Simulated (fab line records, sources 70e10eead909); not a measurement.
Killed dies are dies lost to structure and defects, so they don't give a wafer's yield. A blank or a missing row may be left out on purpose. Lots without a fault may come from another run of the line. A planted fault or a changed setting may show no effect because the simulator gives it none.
Tool commonality check | flow nand_harc | 2 lots, 6 wafers sampled

WHY IT WAS OPENED
At NHARC_END_SORT_01 the reading killed_at_array is flagged on 2 of 2 lots. Wafers without a fault read 44, standard deviation 16.
Rule: a lot is flagged when every wafer of it that has a number lies more than 4 standard deviations from that mean, or none has a number. The other lots count as sound.

lot  | measured     | on        | killed_at_array, wafer by wafer | flag
L987 | day 27 00:02 | prober-02 | 676 670 674                     | FLAGGED
L988 | day 28 06:03 | prober-02 | 671 673 673                     | FLAGGED
The numbers of the flagged lots are 673 on average: +629 against the usual, or +39 standard deviations.

WHICH TOOL RAN EACH LOT
The record holds 3 process steps before the reading, out of a route of 1302 steps. In each cell: the tool, then ch and the chambers that the sampled wafers went through, then the start.
lot  | flag    | NHARC_P_BONDPAD_STRIP_15           | NHARC_P_BONDPAD_CMP_19        | NHARC_A_ZERO_WELL_ETCH_19
L987 | FLAGGED | rie_diel-13 ch 2,3, day 9 19:59    | cmp-01 ch 0,1,2, day 9 21:41  | rie_diel-07 ch 0,1,2, day 9 23:44
L988 | FLAGGED | rie_diel-11 ch 1,2,3, day 10 08:25 | cmp-01 ch 0,2,3, day 10 10:02 | rie_diel-01 ch 0,2,3, day 10 12:20
What these steps do:
- NHARC_P_BONDPAD_STRIP_15: strips in O2.
- NHARC_P_BONDPAD_CMP_19: polishes, t overpolish 30 s, cu recess touch 16 s, target thk 160.81 nm.
- NHARC_A_ZERO_WELL_ETCH_19: etches the open film in N2/H2, target depth 80 nm, overetch 24 nm, time 87.88 s.
- NHARC_END_SORT_01

FLAGGED OVER TOTAL, TOOL BY TOOL (the gauges that took the reading come last)
step                      | tool        | lots run | flagged | share of the flagged lots | sound lots run after its first flagged lot
NHARC_P_BONDPAD_STRIP_15  | rie_diel-11 | 1        | 1       | some                      | 0
NHARC_P_BONDPAD_STRIP_15  | rie_diel-13 | 1        | 1       | some                      | 0
NHARC_P_BONDPAD_CMP_19    | cmp-01      | 2        | 2       | all                       | 0
NHARC_A_ZERO_WELL_ETCH_19 | rie_diel-01 | 1        | 1       | some                      | 0
NHARC_A_ZERO_WELL_ETCH_19 | rie_diel-07 | 1        | 1       | some                      | 0
NHARC_END_SORT_01         | prober-02   | 2        | 2       | all                       | 0

WHAT THE TABLE ALLOWS
2 rows of the table ran every flagged lot: cmp-01 at NHARC_P_BONDPAD_CMP_19, prober-02 at NHARC_END_SORT_01.
- cmp-01 at NHARC_P_BONDPAD_CMP_19: 2 of its 2 lots flagged. It ran no sound lot before its first flagged lot in this sample, so the start can't be narrowed down.
- prober-02 at NHARC_END_SORT_01: 2 of its 2 lots flagged. It ran no sound lot before its first flagged lot in this sample, so the start can't be narrowed down.
Counting lots can't tell these 2 tools apart, because each fits a fault that began at some hour. More lots, or a look at what each step does to the wafer, might.

WHAT THE SIMULATOR HAD PUT IN
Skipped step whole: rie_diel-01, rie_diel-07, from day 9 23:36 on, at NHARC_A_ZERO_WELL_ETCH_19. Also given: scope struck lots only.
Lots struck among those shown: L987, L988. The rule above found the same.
